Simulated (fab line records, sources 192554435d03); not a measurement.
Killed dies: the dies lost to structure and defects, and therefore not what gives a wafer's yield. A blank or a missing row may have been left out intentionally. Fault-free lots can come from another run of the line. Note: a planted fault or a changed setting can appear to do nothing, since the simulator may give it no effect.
Matching of chambers -- flow n5-finfet -- 4 sister chambers for N5_BEOL_M3_ETCH_77 on rie-diel-01
The step etches underlayer in N2/H2, target depth 6.5 nm, time 5.2 s. 4 wafers are shown with their chamber, then 10 later ones without.

== EACH WAFER AND ITS CHAMBER ==
wafer,chamber,showerhead-plenum-p-Torr (Torr)
L085.4,1,2.67
L085.5,2,2.63
L087.2,0,2.58
L087.4,3,2.51

== WAFERS WITHOUT THEIR CHAMBER ==
wafer,showerhead-plenum-p-Torr (Torr)
L087.5,2.52
L088.3,2.67
L088.4,2.58
L088.5,2.52
L089.1,2.52
L089.2,2.67
L089.6,2.63
L096.3,2.57
L096.5,2.51
L096.6,2.57

== WHICH CHAMBER EACH ONE RAN IN ==
wafer,from the rows above,in truth
L087.5,3,3
L088.3,1,1
L088.4,0,0
L088.5,3,3
L089.1,3,3
L089.2,1,1
L089.6,2,2
L096.3,0,0
L096.5,3,3
L096.6,0,0
10 of 10 placed correctly. Number that these rows cannot place: 0. Wrongly placed: 0.
How it was worked out, from the rows above alone: a wafer's distance from a chamber is the root of the sum, over the readings, of the square of ((its reading less the chamber's mean) divided by the reading's scatter). If the next closest chamber is less than 2 further off than the closest, the wafer can't be placed; otherwise it belongs to the closest. A chamber's mean is the mean of its shown wafers. The scatter (one wafer shown for each chamber): square how far every hidden wafer sits from the nearest shown wafer, average those squares and take the square root.
